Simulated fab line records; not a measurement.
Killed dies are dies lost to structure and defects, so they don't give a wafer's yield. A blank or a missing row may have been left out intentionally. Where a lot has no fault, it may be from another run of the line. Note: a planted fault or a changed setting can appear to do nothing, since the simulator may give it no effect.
Matching of chambers + flow nandHarc + NHARC_A_STAIRCASE_TRIM_187 on rieDiel-04: 4 sister chambers
The step chemistry O2, time 211.2 s. 18 wafers are shown with their chamber, then 9 later ones without.

## EACH WAFER AND ITS CHAMBER
| wafer  | chamber | drypumpMotorCurrentA (A) | showerheadPlenumPTorr (Torr) | rfVppV (V) |
|--------|---------|--------------------------|------------------------------|------------|
| L074.1 | 3       | 6.2                      | 3.56                         | 57.9       |
| L074.2 | 2       | 5.6                      | 3.32                         | 57.2       |
| L074.5 | 0       | 6.2                      | 3.29                         | 58.1       |
| L077.2 | 0       | 6.2                      | 3.81                         | 59.0       |
| L077.3 | 2       | 5.6                      | 3.32                         | 57.2       |
| L077.5 | 2       | 5.6                      | 3.32                         | 58.0       |
| L078.1 | 0       | 6.2                      | 3.80                         | 58.5       |
| L078.2 | 1       | 5.9                      | 3.49                         | 58.8       |
| L078.5 | 1       | 5.9                      | 3.49                         | 57.0       |
| L082.3 | 1       | 6.0                      | 3.48                         | 60.4       |
| L082.4 | 3       | 6.2                      | 3.55                         | 56.4       |
| L082.5 | 2       | 5.6                      | 3.31                         | 58.1       |
| L085.4 | 0       | 6.2                      | 3.79                         | 59.9       |
| L085.5 | 0       | 6.2                      | 3.79                         | 57.4       |
| L085.6 | 3       | 6.2                      | 3.55                         | 57.2       |
| L092.1 | 0       | 6.2                      | 3.78                         | 58.5       |
| L092.3 | 1       | 6.0                      | 3.47                         | 57.8       |
| L092.6 | 1       | 5.9                      | 3.47                         | 56.6       |

SIGNATURES (means of the wafers above)
| reading               | chamber 0 | chamber 1 | chamber 2 | chamber 3 | scatter within a chamber |
|-----------------------|-----------|-----------|-----------|-----------|--------------------------|
| drypumpMotorCurrentA  | 6.200     | 5.940     | 5.600     | 6.200     | 0.0293                   |
| showerheadPlenumPTorr | 3.7100    | 3.4800    | 3.3175    | 3.5533    | 0.123                    |
| rfVppV                | 58.567    | 58.120    | 57.625    | 57.167    | 1.03                     |
Rule: a wafer lies at a distance from a chamber equal to the root of the sum of squares, over the readings, of (its reading less the chamber's mean, divided by the reading's scatter). If the next closest chamber is less than 2 further off than the closest, the wafer can't be placed; otherwise it belongs to the closest. The scatter: take each reading less its chamber's mean, square it, sum over the shown wafers, divide by the number of wafers less the number of chambers, and take the root.

## WAFERS WHOSE CHAMBER IS MISSING
| wafer  | drypumpMotorCurrentA (A) | showerheadPlenumPTorr (Torr) | rfVppV (V) |
|--------|--------------------------|------------------------------|------------|
| L093.3 | 6.2                      | 3.78                         | 57.4       |
| L093.4 | 6.2                      | 3.53                         | 57.3       |
| L093.5 | 6.2                      | 3.78                         | 58.9       |
| L094.1 | 6.2                      | 3.77                         | 59.1       |
| L094.2 | 6.0                      | 3.46                         | 58.0       |
| L094.5 | 6.2                      | 3.77                         | 58.5       |
| L095.2 | 5.9                      | 3.46                         | 56.3       |
| L095.3 | 6.2                      | 3.77                         | 57.8       |
| L095.5 | 6.1                      | 3.53                         | 58.3       |

## THE CHAMBER EACH PASSED THROUGH
| wafer  | from the rows above          | in truth |
|--------|------------------------------|----------|
| L093.3 | can't be placed: 0 or 3      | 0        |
| L093.4 | can't be placed: 3 or 0      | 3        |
| L093.5 | can't be placed: 0 or 3      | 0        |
| L094.1 | can't be placed: 0 or 3      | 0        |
| L094.2 | 1                            | 1        |
| L094.5 | can't be placed: 0 or 3      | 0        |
| L095.2 | 1                            | 1        |
| L095.3 | can't be placed: 0 or 3      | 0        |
| L095.5 | can't be placed: 3 or 0 or 1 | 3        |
Correctly placed: 2 of 9. These rows do not allow placing 7 (true chamber among the candidates in 7). 0 placed wrongly.
